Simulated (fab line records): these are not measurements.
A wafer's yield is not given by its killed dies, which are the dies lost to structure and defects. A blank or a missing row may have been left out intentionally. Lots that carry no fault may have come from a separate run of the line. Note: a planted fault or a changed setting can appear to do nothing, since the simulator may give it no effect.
What tool caused it? / flow n5-finfet / 10 lots, 30 wafers sampled, at 1 step of a route of 1938

WHAT THE GAUGES SHOWED, per wafer
N5_BEOL_M8_INSPECT_30: inspects for defects (brightfield).
lot=L802; measured=day 10 17:40; on=defect-inspect-02; raw-defect-count=393 262 354
lot=L804; measured=day 11 04:40; on=defect-inspect-01; raw-defect-count=322 354 451
lot=L806; measured=day 12 00:50; on=defect-inspect-01; raw-defect-count=383 475 540
lot=L808; measured=day 12 00:53; on=defect-inspect-02; raw-defect-count=374 294 257
lot=L807; measured=day 12 04:35; on=defect-inspect-02; raw-defect-count=349 463 483
lot=L813; measured=day 13 08:02; on=defect-inspect-01; raw-defect-count=396 427 399
lot=L815; measured=day 13 21:03; on=defect-inspect-02; raw-defect-count=281 353 331
lot=L817; measured=day 14 06:05; on=defect-inspect-02; raw-defect-count=244 328 297
lot=L820; measured=day 15 01:45; on=defect-inspect-02; raw-defect-count=448 500 421
lot=L823; measured=day 15 19:26; on=defect-inspect-02; raw-defect-count=464 520 484

EACH LOT AND THE TOOL THAT RAN IT (in order: tool; ch and the chambers of the sampled wafers; start)
Before these readings, the record contains no process step.

WHAT THE TOOLS THEMSELVES READ (means of the sampled wafers that have a number; where no wafer has one, the mark that the record gives instead)
The record holds no such reading with a usual standard deviation.

THE ANSWER, worked out from the rows above alone
Rule: usual is defined by the lots themselves. Put in order of their means at a reading, lots are off if they are a third of the lots or fewer, leave a main group of 4 or more, and stand apart from it by a gap of 3 or more times the standard deviation of the main group's means; of several such gaps the widest counts. A main group is skipped when, at the precision printed for the reading in the tables above, its means are all equal. Also off: a lot with no number at a reading for which 4 or more lots have one. Any other lot the step has rows for is counted as sound. Order of review: gauges by route order, followed by the tools' own readings, for which a lot's mean as printed above is used. The first step at which some lot is off is used, and at that step the reading that is off furthest; a lot without a number counts as furthest.
No lot is off on any of the readings shown, so nothing can be concluded from this.

WHAT THE SIMULATOR HAD PUT IN
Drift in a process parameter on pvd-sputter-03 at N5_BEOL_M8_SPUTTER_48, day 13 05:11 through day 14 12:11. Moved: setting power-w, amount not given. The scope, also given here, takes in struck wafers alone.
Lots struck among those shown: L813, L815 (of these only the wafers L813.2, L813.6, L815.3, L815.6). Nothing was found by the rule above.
